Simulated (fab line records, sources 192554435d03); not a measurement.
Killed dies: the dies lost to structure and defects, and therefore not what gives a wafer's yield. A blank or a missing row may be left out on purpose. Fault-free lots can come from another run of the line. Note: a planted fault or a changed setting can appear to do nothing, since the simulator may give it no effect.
Comparing a struck lot with a sound one + flow n5_finfet + 36 out of 1938 route steps
Sound: the wafers L986.1, L986.2, L986.5. Struck: wafers L979.2, L979.3 (left out: L979.4, a lot-mate that was not struck); the cause follows at the end.
Per side, at each step with rows, come the tool, then ch with its chambers, and then its first start. Under that, the readings that differ: sound wafers + struck wafers + difference of the means + sigmas: that difference in standard deviations of wafers without a fault.
alike: same words and numbers on both sides, and readings whose means sit less than 2 such deviations apart. not compared: any withheld reading, any reading some wafer has no value for, any bound like >300 that may hide the same value, and any number with overlapping values for which the record gives no deviation.
The two part at a step that has a row with sigmas, a row that says differs or no value, or rows on one side only. Numbers that don't overlap but have no deviation are shown without sigmas and don't part them. A reading that every wafer of one side lacks parts them only if that side has two wafers or more.

first, 9 steps without rows for these wafers: N5_BEOL_M4_ANNEAL_95 (time 240 s); N5_BEOL_M4_SPUTTER_96 (material Cu, target thk 4.5 nm, time 8.29 s); N5_BEOL_M4_ECD_50 (material Cu, target thk 300 nm); N5_BEOL_M4_ANNEAL_51 (time 90 s); N5_BEOL_M4_CMP_52 (polishes, stops on SiOC, t overpolish 6.8 s, target thk 40 nm); N5_BEOL_M4_PRE_CLEAN_60 (time 15 s); N5_BEOL_M4_CO_CAP_55 (material Co, precursor CCTBA/H2, target thk 2 nm, time 102.1 s); N5_BEOL_M4_PRE_CLEAN_56 (time 15 s); N5_BEOL_M4_DEP_57 (deposits SiCN from 3MS/NH3, target thk 8 nm, time 14 s).
N5_BEOL_M4_RC_MEAS_101:
  sound on prober-02 ch 0, day 11 22:49; struck on prober-02 ch 0, day 10 00:25
  alike: DIBL_N, DIBL_P, IOFF_N, IOFF_P, ION_N, ION_P, SS_N, SS_P, VT_N, VT_P
then, 24 steps without rows for these wafers: N5_BEOL_M5_ILD_DEP_00 (deposits SiCOH lowk from DEMS/porogen, target thk 140.64 nm, time 25.9 s); N5_BEOL_M5_CURE_79 (cures SiCOH lowk, time 240 s); N5_BEOL_M5_PECVD_70 (deposits SiO2 from TEOS/O2, target thk 16 nm, time 18 s); N5_BEOL_M5_HM_DEP_02 (deposits TiN, target thk 20 nm); N5_BEOL_M5_COAT_59 (time 60 s, resist thk 60 nm); N5_BEOL_M5_COAT_60 (time 60 s, resist thk 12 nm); N5_BEOL_M5_COAT_71 (time 60 s, resist thk 5 nm); N5_BEOL_M5_COAT_05 (resist thk 30 nm); N5_BEOL_M5_EBR_07; N5_BEOL_M5_SOFTBAKE_06 (time 60 s); N5_BEOL_M5_EXPOSE_08 (exposes mask M5, target cd 28 nm); N5_BEOL_M5_PEB_09 (peb time 60 s); N5_BEOL_M5_DEVELOP_10 (develop time 30 s); N5_BEOL_M5_DESCUM_16 (chemistry O2, time 7 s); N5_BEOL_M5_ETCH_72 (etches underlayer in N2/H2, target depth 6.5 nm, time 5.2 s); N5_BEOL_M5_ETCH_61 (etches SiARC in CF4, target depth 15.6 nm, time 26 s); N5_BEOL_M5_ETCH_62 (etches SOC in N2/H2, target depth 75 nm, overetch 15 nm, time 112.5 s); N5_BEOL_M5_STRIP_63 (strips in N2/H2); N5_BEOL_M5_STRIP_73 (strips in N2/H2); N5_BEOL_M5_STRIP_64 (strips in CF4); N5_BEOL_M5_HM_OPEN_17 (chemistry Cl2/BCl3, target TiN, target depth 20 nm, overetch 6 nm); N5_BEOL_M5_STRIP_19 (strips in O2); N5_BEOL_M5_COAT_65 (time 60 s, resist thk 60 nm); N5_BEOL_M5_COAT_66 (time 60 s, resist thk 12 nm).
N5_BEOL_M6_ALD_77: deposits TaN, target thk 2 nm, pulse time 2 s, purge time 3 s.
  sound on ald_metal-03 ch 1,3, day 13 02:34; struck on ald_metal-02 ch 1,2, day 10 22:24
| reading                                 | sound    | struck  | difference | sigmas |
|-----------------------------------------|----------|---------|------------|--------|
| ald_cycles                              | 40 40 40 | 28 28   | -12        |        |
| model.TaN_of_BEOL_M6_ALD_77.thk_nm (nm) | 2 2 2    | 1.4 1.4 | -0.6       |        |
  alike: heater_power_w, precursor_vessel_carrier_sccm
-- a jump in the record: the struck wafers' starts before and after are 4 days apart (it breaks off in module BEOL_M6 and resumes in module PASSIVATION, where the first step shown is number 1936 of the route) --
N5_PASSIVATION_PROBE_49:
  the record has rows for the struck wafers here (prober-02, day 14 22:23) and none for the sound ones

== WHERE THEY PART ==
Only at N5_PASSIVATION_PROBE_49, as far as this record shows.

WHY: whatever the simulator had introduced
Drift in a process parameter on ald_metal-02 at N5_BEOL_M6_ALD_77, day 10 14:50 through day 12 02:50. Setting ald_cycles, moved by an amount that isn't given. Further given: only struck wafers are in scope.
